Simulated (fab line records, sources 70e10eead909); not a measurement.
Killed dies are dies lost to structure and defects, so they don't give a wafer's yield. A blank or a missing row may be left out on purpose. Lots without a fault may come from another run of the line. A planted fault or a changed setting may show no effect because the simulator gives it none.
Problem report in the 8D (eight disciplines) form, filled by code | flow nand_harc | the parts of the form that need people (team, actions taken, sign-off) are left out

1. THE PROBLEM
raw_defect_count at NHARC_A_SIN_REMOVE_INSPECT_04 reads a mean of 1207 on 3 wafers of 2 lots; wafers without a fault read 363 with a standard deviation of 110. That is +7.7 standard deviations from the usual mean.
First seen on wafer L179.1, day 28 16:08, on defect_inspect-01. The record holds 18 wafers of 6 lots with a number at this step. Rule for "out", or "out of limits": more than 4 standard deviations from the usual mean. The other wafers with a number count as sound.

2. WHAT IT IS AND WHAT IT IS NOT
question                    | is                     | is not
which readings at this step | raw_defect_count       | -
which lots                  | L179, L181             | L161, L170, L180, L183
which wafers of those lots  | L179.1, L181.4, L181.6 | L179.3, L179.5, L181.3
read on which gauges        | defect_inspect-01      | defect_inspect-02
when                        | from day 28 16:08      | up to then (8 sound wafers); but 7 sound wafers of L180, L181, L183 came after

3. SUSPECTS, AND WHAT RULES EACH OUT
Counting: a tool at a process step up to the reading stays a suspect if it ran every lot that is out. Sound lots after the first of them don't rule it out here, since some wafers of a struck lot are sound.
- the gauge at NHARC_A_SIN_REMOVE_INSPECT_04: kept. All the wafers that are out were read on defect_inspect-01, and no step on other tools shows them out.
- rie_diel-11 at NHARC_A_SLIT_DESCUM_14 (chemistry O2, time 3 s): kept. It ran every lot that is out, first L179 (day 28 00:32); its last sound lot up to then is L161 (day 19 19:32).
- rie_diel-11 at NHARC_A_SLIT_ETCH_24 (etches the open film in CF4/CHF3, target depth 121 nm, time 60.5 s): kept. It ran every lot that is out, first L179 (day 28 00:37); its last sound lot up to then is L161 (day 19 19:38).
- Within rie_diel-11 at NHARC_A_SLIT_DESCUM_14: the wafers that are out ran in chamber 2; their sound lot-mates ran in chambers 1, 3.
- Within rie_diel-11 at NHARC_A_SLIT_ETCH_24: the wafers that are out ran in chamber 1; their sound lot-mates ran in chambers 0, 3.
Left after counting: rie_diel-11 at NHARC_A_SLIT_DESCUM_14, rie_diel-11 at NHARC_A_SLIT_ETCH_24, defect_inspect-01 at NHARC_A_SIN_REMOVE_INSPECT_04.

4. THE CAUSE (what the simulator had put in)
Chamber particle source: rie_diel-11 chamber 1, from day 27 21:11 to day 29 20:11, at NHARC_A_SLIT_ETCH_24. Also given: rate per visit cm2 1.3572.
Counting left 3 suspects, and this tool is among them.

5. THE CHAIN OF EFFECTS, in route order
Each row: a reading whose mean over the struck wafers that have a number lies more than 3 standard deviations from the usual. Only readings for which the record gives a usual standard deviation are gone through. hours: the time from each lot's start at the first step in this table that gives one to its start at this step, as a median over the lots. sigmas: the change in usual standard deviations.
hours | step                          | reading          | usual | on struck wafers | change | sigmas
0     | NHARC_A_SIN_REMOVE_INSPECT_04 | raw_defect_count | 363   | 1207             | +844   | +7.7
Later measuring or inspecting steps at which every struck wafer that the step has a row for has a number for every such reading, and none has moved that far: NHARC_END_SORT_01.

6. WHAT WOULD HAVE CAUGHT IT SOONER
In this record the first reading out of limits at a measuring or inspecting step was taken at day 28 16:08, 19 hours after the fault began at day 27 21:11.
Of the tool readings at NHARC_A_SLIT_ETCH_24 for which the record gives a usual standard deviation, none was out on any struck wafer, so an alarm limit of 4 standard deviations on them would not have fired.
All the lots that are out (2) had begun NHARC_A_SLIT_ETCH_24 on rie_diel-11 by day 28 16:08. A hold on the tool at that time would have spared none of them.
